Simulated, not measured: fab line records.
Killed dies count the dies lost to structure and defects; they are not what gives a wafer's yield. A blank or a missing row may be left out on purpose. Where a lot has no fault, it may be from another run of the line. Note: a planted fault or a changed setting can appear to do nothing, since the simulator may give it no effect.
Matching of chambers -- flow n5-finfet -- N5_GATE_CUT_CMP_02 on cmp-03: 4 sister chambers
The step polishes, stops on SiO2, t overpolish 12.7 s, target thk 0 nm. 8 wafers are shown with their chamber, then 9 later ones without.

WAFERS WITH THEIR CHAMBER
wafer,chamber,motor-current-A (A),time-to-endpoint-s (s)
L081.3,1,8.2,23
L087.1,2,9.2,15
L087.2,3,10.5,24
L090.3,1,8.0,22
L090.5,0,8.1,26
L095.1,0,8.1,25
L095.2,2,8.9,20
L095.4,3,11.0,26

WAFERS WITHOUT THEIR CHAMBER
wafer,motor-current-A (A),time-to-endpoint-s (s)
L096.1,10.7,22
L096.5,8.3,21
L096.6,10.7,23
L097.1,7.9,23
L097.3,8.3,22
L097.4,10.9,24
L097.2,9.0,18
L097.5,8.3,24
L097.6,8.2,22

WHICH CHAMBER EACH ONE RAN IN
wafer,from the rows above,in truth
L096.1,3,3
L096.5,can't be placed: 1 or 0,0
L096.6,3,3
L097.1,can't be placed: 1 or 0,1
L097.3,can't be placed: 1 or 0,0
L097.4,3,3
L097.2,2,2
L097.5,can't be placed: 0 or 1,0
L097.6,can't be placed: 1 or 0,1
Correctly placed: 4 of 9. Cannot be placed on the basis of these rows: 5; the candidates contain the true chamber in 5. Placed wrongly: 0.
How it was worked out, from the rows above alone: a wafer's distance from a chamber is the root of the sum, over the readings, of the square of ((its reading less the chamber's mean) divided by the reading's scatter). If the next closest chamber is less than 2 further off than the closest, the wafer can't be placed; otherwise it belongs to the closest. For every chamber, the mean is computed from those of its wafers that are shown. The scatter is the square root of a quotient: the sum, over the shown wafers, of each reading's squared deviation from its chamber's mean, divided by wafers minus chambers.
